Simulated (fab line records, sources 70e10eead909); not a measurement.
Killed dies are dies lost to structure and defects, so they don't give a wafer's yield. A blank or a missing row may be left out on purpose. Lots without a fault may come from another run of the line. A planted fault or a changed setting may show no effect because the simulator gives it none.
fab line records | flow nand_harc
record lots=13 wafers=39 last_day=24
route steps=1159 shown A_SGD_CUT@761 A_SLIT@781 END@1159
lots that met no fault: from a run of the same line without faults
start_h: hours from the record's first day to the start of the lot's first wafer shown | wait_h: hours since the lot's step before | " the same as in the row above | L1.1+2: a row that stands for several wafers | - no value, or no start given | * or withheld: withheld | < > ~ a bound
route shown NAME@n: a module of which the file shows steps, and the number in the route of the first | usual: mean/standard deviation of fault-free wafers | same: alike in all rows | chamber/n: place in a boat | sites: the reading at each site | _std_site: their standard deviation | _edge_site: outer sites' mean less inner sites' | radius_mm: how far each site lies from the wafer's centre | mask NAME#n: copy n | behind: the tool/chamber that last shaped the wafer | hold: why the lot was held/for how many hours/how that ended | device: the transistor (n, p or np) that didn't switch | end of line: the same wafers' tests at the end of the route | a step without rows: its recipe alone | killed: dies lost to structure and defects at the first sort, not the wafer's yield | map: a wafer's dies, x killed, . not, _ none there
set.NAME: the setting as run; set.NAME@STEP: as run at that earlier step | model.NAME: the simulator's own value behind a step, which no gauge read
steps of the route over a sample of lots; a table a step, a row a wafer
services: from which hour (start_h, from the record's first day; less than 0 if before it) a tool's chamber was out of use, for how many hours, and why
## steps
# step NHARC_A_SGD_CUT_DESCUM_14
# recipe time_s=3 o2_flow_sccm=200 ar_flow_sccm=0 bias_power_w=0 chemistry=O2
# usual drypump_motor_current_A=5.8/0.42 oes_product_au=1.001/0.0074 rf_vpp_V=57.7/0.95 showerhead_plenum_p_Torr=1.91/0.092 throttle_valve_pct=11.312/0.0091
# columns lot.wafer tool chamber start_h wait_h drypump_motor_current_A oes_product_au rf_hours_counter_h rf_vpp_V showerhead_plenum_p_Torr throttle_valve_pct
L889.4 rie_diel-13 2 307.85 0.1 5.6 0.999 1 57.7 1.80 11.312
L889.2 " 1 " " 5.7 0.998 2 57.7 2.00 11.312
L889.6 " 2 " " 5.5 1.002 - 57.3 1.80 11.314
L893.3 rie_diel-13 0 326.98 0.1 6.5 0.991 4 57.9 2.05 11.323
L893.6 " 1 " " 5.7 0.997 - 57.8 2.00 11.323
L893.5 " 2 " " 5.6 1.003 - 58.1 1.80 11.322
L892.3 rie_diel-08 0 327.21 0.1 6.3 1.002 1 57.3 1.87 11.333
L892.1 " 1 " " 5.6 0.998 1 59.5 2.04 11.309
L892.5 " 2 " " 5.9 0.999 - 58.3 1.81 11.310
L894.3 rie_diel-13 3 339.66 0.1 5.2 1.003 6 57.5 1.87 11.314
L894.1 " 0 " " 6.5 1.011 5 59.1 2.05 11.323
L894.2 " 1 " " 5.7 1.004 5 58.5 2.00 11.314
L896.4 rie_diel-08 2 353.54 0.1 5.9 0.995 3 56.9 1.81 11.305
L896.5 " 3 " " 5.4 1.005 - 57.7 1.83 11.311
L896.6 " 0 " " 6.2 1.013 - 58.2 1.87 11.316
L895.1 rie_diel-05 2 353.73 0.1 6.2 1.006 0 58.2 1.93 11.318
L895.5 " 3 " " 6.4 1.005 - 56.9 1.98 11.316
L895.6 " 0 " " 5.8 0.999 - 57.2 1.87 11.331
L901.1 rie_diel-13 0 384.52 0.1 6.5 1.010 9 61.0 2.05 11.302
L901.3 " 2 " " 5.6 1.006 12 55.6 1.80 11.324
L901.5 " 0 " " 6.5 1.004 - 59.6 2.05 11.308
L899.3 rie_diel-13 0 394.28 0.1 6.5 1.003 10 58.9 2.05 11.309
L899.4 " 2 " " 5.6 1.006 12 58.1 1.80 11.297
L899.2 " 3 " " 5.1 1.004 12 57.2 1.87 11.320
L904.4 rie_diel-13 3 395.86 0.1 5.2 0.994 13 56.9 1.87 11.323
L904.3 " 2 " " 5.6 0.995 13 57.4 1.80 11.308
L904.5 " 0 " " 6.5 0.998 - 58.4 2.05 11.315
L905.3 rie_diel-05 3 405.39 0.1 6.4 0.992 5 58.3 1.98 11.313
L905.1 " 1 " " 5.9 1.008 5 55.7 1.78 11.310
L905.2 " 2 " " 6.2 0.999 5 57.3 1.93 11.330
L909.1 rie_diel-05 0 418.81 0.1 5.8 0.990 7 58.7 1.87 11.313
L909.3 " 1 " " 5.9 1.014 6 56.3 1.78 11.305
L909.5 " 0 " " 5.8 1.003 - 58.4 1.87 11.313
L908.2 rie_diel-08 0 419.08 0.1 6.2 1.004 8 57.4 1.87 11.306
L908.3 " 1 " " 5.6 1.002 8 57.7 2.04 11.311
L908.6 " 1 " " 5.6 1.006 - 58.7 2.04 11.305
L907.2 rie_diel-05 0 429.00 0.1 5.8 0.994 8 57.8 1.87 11.311
L907.1 " 2 " " 6.2 1.005 7 56.8 1.93 11.323
L907.6 " 0 " " 5.8 1.006 - 58.1 1.87 11.315
# step NHARC_A_SGD_CUT_CMP_21
# recipe target_thk_nm=148.19
# usual motor_current_A=12.2/1 time_to_endpoint_s=50.4/2.2
# columns lot.wafer tool chamber start_h wait_h motor_current_A time_to_endpoint_s
L889.2 cmp-02 2 315.80 0.4 12.7 50.2
L889.4 " 0 " " 13.3 51.2
L889.6 " 1 " " 11.5 50.1
L892.1 cmp-04 0 334.66 0.4 13.5 48.3
L892.3 " 3 " " 10.5 47.9
L892.5 " 1 " " 11.0 45.6
L893.3 cmp-03 0 334.73 0.4 11.2 49.4
L893.5 " 1 " " 11.6 50.0
L893.6 " 2 " " 13.0 47.3
L894.3 cmp-03 1 345.34 0.4 11.4 53.4
L894.2 " 3 " " 12.1 51.3
L894.1 " 0 " " 11.4 53.6
L895.1 cmp-04 1 359.93 0.4 11.4 50.4
L895.5 " 3 " " 11.1 49.3
L895.6 " 0 " " 12.7 50.5
L896.4 cmp-03 2 359.95 0.4 13.3 50.5
L896.5 " 3 " " 12.4 50.1
L896.6 " 0 " " 11.9 51.9
L901.3 cmp-03 0 393.10 0.4 11.2 51.2
L901.1 " 1 " " 12.0 51.9
L901.5 " 1 " " 11.6 49.9
L899.3 cmp-03 3 402.09 0.4 12.7 50.6
L899.2 " 0 " " 10.8 50.1
L899.4 " 2 " " 13.8 50.5
L904.3 cmp-02 2 402.26 0.5 12.1 51.4
L904.4 " 0 " " 13.6 47.8
L904.5 " 1 " " 11.5 51.5
L905.2 cmp-04 3 410.85 0.4 10.7 46.7
L905.3 " 0 " " 12.8 48.1
L905.1 " 1 " " 10.7 46.2
L909.1 cmp-03 2 425.85 0.6 13.5 50.4
L909.3 " 3 " " 11.7 51.6
L909.5 " 1 " " 11.3 50.2
L908.2 cmp-03 1 425.95 0.7 11.7 49.7
L908.3 " 0 " " 11.1 51.3
L908.6 " 1 " " 11.2 50.4
L907.2 cmp-04 0 435.56 0.4 13.7 49.9
L907.1 " 3 " " 10.6 48.2
L907.6 " 0 " " 13.4 50.3
# step NHARC_A_SLIT_DEP_23
# recipe target_thk_a=1000 target_thk_nm=100 temp_c=400 pressure_torr=3.5 flow_sccm=200 rf_w=350 material=SiON
# usual heater_power_w=776/92 rf_fwd_power_W=348.5/1.1
# columns lot.wafer tool chamber start_h wait_h heater_power_w rf_fwd_power_W since_wet_clean_h
L889.2 pecvd-03 0 318.92 1.4 622 348.3 14
L889.6 " 2 " " 930 348.0 -
L889.4 " 0 " " 616 350.3 -
L892.3 pecvd-01 2 337.74 1.0 756 349.2 88
L892.1 " 1 " " 748 348.4 88
L892.5 " 1 " " 755 347.0 -
L893.3 pecvd-01 0 338.35 1.2 593 348.6 88
L893.6 " 1 " " 744 349.0 -
L893.5 " 2 " " 887 348.3 -
L894.1 pecvd-02 1 348.48 1.7 792 348.1 1
L894.2 " 2 " " 833 348.6 1
L894.3 " 0 " " 784 349.6 1
L895.1 pecvd-02 2 366.49 1.7 870 349.4 19
L895.5 " 1 " " 809 347.7 -
L895.6 " 2 " " 862 348.3 -
L896.4 pecvd-03 0 367.55 0.8 665 349.5 -
L896.5 " 1 " " 832 347.8 -
L896.6 " 2 " " 952 349.6 -
L901.1 pecvd-03 2 397.01 1.7 910 348.2 92
L901.3 " 0 " " 661 347.8 92
L901.5 " 0 " " 678 346.1 -
L899.3 pecvd-03 2 405.22 1.0 797 350.3 100
L899.2 " 0 " " 574 349.3 100
L899.4 " 2 " " 813 348.7 -
L904.3 pecvd-03 2 405.45 1.1 924 349.9 100
L904.4 " 0 " " 613 347.6 -
L904.5 " 1 " " 738 349.9 -
L905.1 pecvd-02 0 415.21 1.7 766 349.2 68
L905.2 " 1 " " 678 349.1 68
L905.3 " 2 " " 698 348.3 68
L909.1 pecvd-02 2 429.09 1.8 754 347.4 82
L909.3 " 1 " " 710 347.7 82
L909.5 " 0 " " 759 350.3 -
L908.2 pecvd-03 2 430.74 1.4 940 348.5 125
L908.3 " 0 " " 628 347.9 125
L908.6 " 2 " " 926 349.8 -
L907.2 pecvd-02 2 438.89 1.3 782 345.5 92
L907.1 " 1 " " 799 348.7 92
L907.6 " 2 " " 775 345.1 -
# step NHARC_A_SLIT_SOFTBAKE_04
# recipe temp_c=105 time_s=55
# usual chill_plate_temp_C=22.98/0.12 heater_power_total_W=188.47/0.16
# columns lot.wafer tool chamber start_h wait_h chill_plate_temp_C heater_power_total_W
L889.2 litho_track-06 0 319 - 22.90 188.44
L889.4 " 0 " " 22.92 188.49
L889.6 " 0 " " 22.98 188.27
L892.1 litho_track-01 0 338 - 23.14 188.45
L892.3 " 0 " " 23.07 188.32
L892.5 " 0 " " 22.88 188.48
L893.3 litho_track-01 0 338 - 22.88 188.71
L893.5 " 0 " " 23.05 188.61
L893.6 " 0 " " 22.99 188.60
L894.1 litho_track-01 0 348 - 22.98 188.29
L894.2 " 0 " " 22.85 188.54
L894.3 " 0 " " 22.98 188.30
L895.1 litho_track-06 0 366 - 23.05 188.70
L895.5 " 0 " " 23.23 188.66
L895.6 " 0 " " 23.03 188.71
L896.4 litho_track-06 0 367 - 22.92 188.25
L896.5 " 0 " " 22.97 188.55
L896.6 " 0 " " 23.01 188.35
L901.1 litho_track-06 0 397 - 23.07 188.50
L901.3 " 0 " " 22.88 199.47
L901.5 " 0 " " 23.03 188.28
L899.2 litho_track-01 0 405 - 23.12 188.72
L899.3 " 0 " " 22.99 188.42
L899.4 " 0 " " 23.03 188.46
L904.3 litho_track-06 0 405 - 23.11 199.58
L904.4 " 0 " " 22.86 188.69
L904.5 " 0 " " 22.97 188.73
L905.1 litho_track-04 0 415 - 22.70 188.78
L905.2 " 0 " " 22.89 188.30
L905.3 " 0 " " 22.88 188.31
L909.1 litho_track-01 0 429 - 22.79 188.47
L909.3 " 0 " " 22.93 188.64
L909.5 " 0 " " 22.87 188.71
L908.2 litho_track-01 0 430 - 22.91 188.41
L908.3 " 0 " " 23.03 188.27
L908.6 " 0 " " 23.09 188.45
L907.1 litho_track-01 0 439 - 23.17 188.32
L907.2 " 0 " " 23.06 188.38
L907.6 " 0 " " 23.05 188.33
# step NHARC_END_SORT_01
# recipe temp_c=25
# usual killed_at_array=29/11 killed_at_other=0.6/0.92 killed_at_periphery=3.2/2 killed_dies=33/11 killed_open=3.2/2 killed_short=1.9/1.5
# same gross_dies=677
# columns lot.wafer tool chamber start_h wait_h killed_at_array killed_at_other killed_at_periphery killed_dies killed_open killed_short
L899.2 prober-01 0 520.22 2.8 29 0 7 36 8 2
L899.3 prober-01 0 521.00 3.1 28 0 4 32 7 2
L899.4 prober-01 0 521.79 3.3 37 0 4 41 6 1
# killed by level:class
L899.2 A_SLIT:chamber_film_flake=9 P_ZERO_WELL:chamber_film_flake=6 A_CONTACT:chamber_film_flake=6 A_CONTACT:geometric_particle:open=5 A_CHANNEL_HOLE_D1:chamber_film_flake=4 P_M0:geometric_particle:open=1 A_SOURCE_PLATE:geometric_particle:open=1 A_WL_FILL:geometric_particle:open=1
L899.3 A_SLIT:chamber_film_flake=13 A_CHANNEL_HOLE_D1:chamber_film_flake=4 A_WL_FILL:chamber_film_flake=3 A_CONTACT:geometric_particle:open=2 A_CONTACT:chamber_film_flake=2 P_CONTACT:geometric_particle:open=1 P_M0:geometric_particle:open=1 P_M1:geometric_particle:short=1
L899.4 A_SLIT:chamber_film_flake=17 A_CHANNEL_HOLE_D1:chamber_film_flake=5 A_STAIRCASE:chamber_film_flake=4 A_CONTACT:chamber_film_flake=4 A_CHANNEL_FILL_D1:geometric_particle:open=3 P_ZERO_WELL:chamber_film_flake=3 A_ONON_D1:geometric_particle:open=2 P_STI:geometric_particle:open=1
## services
# columns tool chamber start_h hours kind
rie_diel-13 - 288.06 1.6 repair
litho_track-06 - 292.00 7.0 pm
pecvd-03 - 292.36 13.0 pm
cmp-04 - 301.00 4.0 pm
rie_diel-13 0 321.48 4.0 repair
pecvd-03 - 323.59 2.8 repair
cmp-03 - 328.71 0.5 repair
pecvd-02 - 334.32 13.0 pm
rie_diel-05 - 340.60 9.0 pm
cmp-04 - 349.30 3.8 repair
rie_diel-13 0 349.35 7.8 repair
cmp-03 - 352.00 4.0 pm
rie_diel-13 1 355.52 13.5 repair
rie_diel-05 1 355.57 6.6 repair
rie_diel-05 3 364.36 1.8 repair
cmp-04 - 373.11 2.0 repair
rie_diel-05 2 373.51 1.6 repair
rie_diel-05 3 383.23 4.3 repair
cmp-04 - 399.00 4.0 pm
pecvd-03 - 406.40 0.5 repair
rie_diel-05 - 406.41 1.4 repair
rie_diel-13 2 412.41 3.2 repair
cmp-03 - 433.16 0.2 repair
rie_diel-13 0 434.27 10.9 repair
## key
first_sign step=NHARC_A_SLIT_SOFTBAKE_04 reading=heater_power_total_W direction=up sigmas=71 usual=* struck=*
effect none on later readings
met_at NHARC_A_SLIT_SOFTBAKE_04
struck_lots L901,L904
struck_wafers L901.3,L904.3
tester_left_out L901,L904
not_acting_at NHARC_A_SGD_CUT_DESCUM_14,NHARC_A_SGD_CUT_CMP_21,NHARC_A_SLIT_DEP_23
onset_between 367 397
fault kind=process_parameter_drift tool=litho_track-06 chamber=- onset_h=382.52 steps=NHARC_A_SLIT_SOFTBAKE_04 channel=time_s offset=* shape=step end_h=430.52 scope=struck_wafers_only acts_in=* stated=*
# tester_left_out: of these lots the tester's yield and bins aren't shown, on N5 and GAA mostly nor the transistor test; their killed dies are dies lost to structure and defects alone, not to doping, threshold or leakage, so they don't give the yield
